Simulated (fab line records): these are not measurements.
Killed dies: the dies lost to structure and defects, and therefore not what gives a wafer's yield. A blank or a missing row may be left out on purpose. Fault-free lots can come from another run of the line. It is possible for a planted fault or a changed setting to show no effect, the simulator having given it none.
A lot that was struck, set against a sound lot || flow nand-harc || 22 steps out of a route of 1302
Sound: the wafers L752.2, L752.3, L752.4. The struck wafers were L766.2, L766.3, L766.5. At the end, the cause is stated.
Order at every step that has rows: each side's tool, ch and its chambers, its first start. Under that, the readings that differ: sound wafers || struck wafers || difference of the means || sigmas: that difference in standard deviations of wafers without a fault.
alike: a reading whose means differ by less than 2 such deviations, as well as words and numbers matching on both sides. not compared: withheld readings; readings where some wafer has no value; bounds like >300 that might hide an equal value; numbers whose values overlap and for which the record gives no deviation.
A row with sigmas, a row that says differs or no value, or rows on one side alone: a step with any of these is where the two part. Numbers that have no deviation but don't overlap get no sigmas and don't part them. A reading that every wafer of one side lacks parts them only if that side has two wafers or more.

first, 1 step without rows for these wafers: NHARC_A_SGD_CUT_ETCH_26 (etches SiO2 in dHF, target depth 45.8 nm).
NHARC_A_SGD_CUT_ETCHBACK_24: etches the open film in CH3F/O2, target depth 50 nm, time 92.857 s.
  sound on rie-diel-11 ch 1,2,3, day 21 14:05; struck on rie-diel-08 ch 1,3, day 28 06:23
  alike: drypump-motor-current-A, oes-product-au, rf-vpp-V, showerhead-plenum-p-Torr, throttle-valve-pct
  not compared: rf-hours-counter-h
then, 1 step without rows for these wafers: NHARC_A_SGD_CUT_STRIP_28 (strips in O2, time 20 s).
NHARC_A_SGD_CUT_INSPECT_25:
  sound on defect-inspect-01, day 21 14:19; struck on defect-inspect-02, day 28 06:38
  alike: raw-defect-count
then, 1 step without rows for these wafers: NHARC_A_SLIT_DEP_25 (deposits SiO2, target thk 200 nm).
NHARC_A_SLIT_DEP_00: deposits aC, target thk 6200 nm.
  sound on acl-dep-01 ch 0, day 21 15:50; struck on acl-dep-02 ch 0, day 28 07:40
  alike: throttle-valve-pct
NHARC_A_SLIT_DEP_23: deposits SiON, target thk 100 nm.
  sound on pecvd-02 ch 1,2, day 21 18:58; struck on pecvd-02 ch 0,2, day 28 10:50
  alike: heater-power-w
then, 5 steps without rows for these wafers: NHARC_A_SLIT_DEHYDRATE_01 (time 120 s); NHARC_A_SLIT_HMDS_02 (time 30 s); NHARC_A_SLIT_COAT_03 (resist thk 90 nm); NHARC_A_SLIT_SOFTBAKE_04 (time 55 s); NHARC_A_SLIT_EBR_05.
NHARC_A_SLIT_EXPOSE_06: exposes mask SLIT.
  sound on arfi-scanner-02 ch 0, day 21 19:30; struck on arfi-scanner-01 ch 0, day 28 11:29
{"reading": "exposure-dose-mJ-cm2", "sound": "60.83 60.84 60.79", "struck": "57.71 57.77 57.68", "difference": -3.10, "sigmas": -53}
  alike: mask, stage-vel-mm-s
then, 2 steps without rows for these wafers: NHARC_A_SLIT_PEB_07 (peb time 65 s); NHARC_A_SLIT_DEVELOP_08 (develop time 35 s).
NHARC_A_SLIT_CD_MEAS_09: target cd 300 nm.
  sound on cd-sem-01 ch 0, day 21 19:38; struck on cd-sem-02 ch 0, day 28 11:38
{"reading": "cd-nm (nm)", "sound": "299.9 300.4 300.4", "struck": "298.0 298.7 297.9", "difference": -2.0, "sigmas": -4}
NHARC_A_SLIT_OVL_MEAS_10:
  sound on overlay-01, day 21 19:44; struck on overlay-01, day 28 11:43
{"reading": "overlay-y-nm (nm)", "sound": "0.6 0.8 0.4", "struck": "-1.0 -1.3 -1.0", "difference": -1.7, "sigmas": -2}
  alike: overlay-x-nm
NHARC_A_SLIT_INSPECT_11:
  sound on defect-inspect-02, day 21 19:46; struck on defect-inspect-01, day 28 11:45
  alike: raw-defect-count
NHARC_A_SLIT_DESCUM_14: chemistry O2, time 3 s.
  sound on rie-diel-07 ch 0,1,3, day 21 19:49; struck on rie-diel-07 ch 1,2, day 28 11:49
  alike: drypump-motor-current-A, oes-product-au, rf-vpp-V, showerhead-plenum-p-Torr, throttle-valve-pct
  not compared: rf-hours-counter-h
NHARC_A_SLIT_ETCH_24: etches the open film in CF4/CHF3, target depth 121 nm, time 60.5 s.
  sound on rie-diel-07 ch 1,2,3, day 21 19:55; struck on rie-diel-07 ch 0,1, day 28 11:53
{"reading": "model.A_SLIT.cd-offset-nm (nm)", "sound": "-0.5091 0.2719 -0.2804", "struck": "-3.277 -1.549 -2.363", "difference": -2.224, "sigmas": ""}
  alike: drypump-motor-current-A, oes-product-au, rf-vpp-V, showerhead-plenum-p-Torr, throttle-valve-pct
  not compared: rf-hours-counter-h
NHARC_A_SLIT_ETCH_15: etches the open film in O2/COS, target depth 6200 nm, time 1612 s.
  sound: rie-diel-07 ch 1,2,3; struck: rie-diel-07 ch 0,1
{"reading": "model.A_SLIT.cd-offset-nm (nm)", "sound": "-0.2301 0.1484 -0.2311", "struck": "-3.374 -1.513 -2.384", "difference": -2.319, "sigmas": ""}
  alike: drypump-motor-current-A, oes-product-au, rf-vpp-V, showerhead-plenum-p-Torr, throttle-valve-pct
  not compared: rf-hours-counter-h
NHARC_A_SLIT_ETCH_17: etches the open film in C4F8/O2/Ar, time 4254.5 s, target depth 20300 nm.
  sound on har-etch-01 ch 0,1, day 21 22:23; struck on har-etch-01 ch 1, day 28 13:04
  alike: drypump-motor-current-A, oes-air-line-au, showerhead-plenum-p-Torr, throttle-valve-pct
  not compared: rf-hours-counter-h

== WHERE THEY PART ==
At NHARC_A_SLIT_EXPOSE_06 first; at NHARC_A_SLIT_OVL_MEAS_10 last (within this record only). Later steps at which nothing parts them and some readings are alike: NHARC_A_SLIT_INSPECT_11, NHARC_A_SLIT_DESCUM_14, NHARC_A_SLIT_ETCH_24, NHARC_A_SLIT_ETCH_15, NHARC_A_SLIT_ETCH_17.

WHY: the cause the simulator had injected
Process parameter drift: arfi-scanner-01, from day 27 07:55 on, at NHARC_A_SLIT_EXPOSE_06. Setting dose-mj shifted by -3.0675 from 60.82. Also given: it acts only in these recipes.
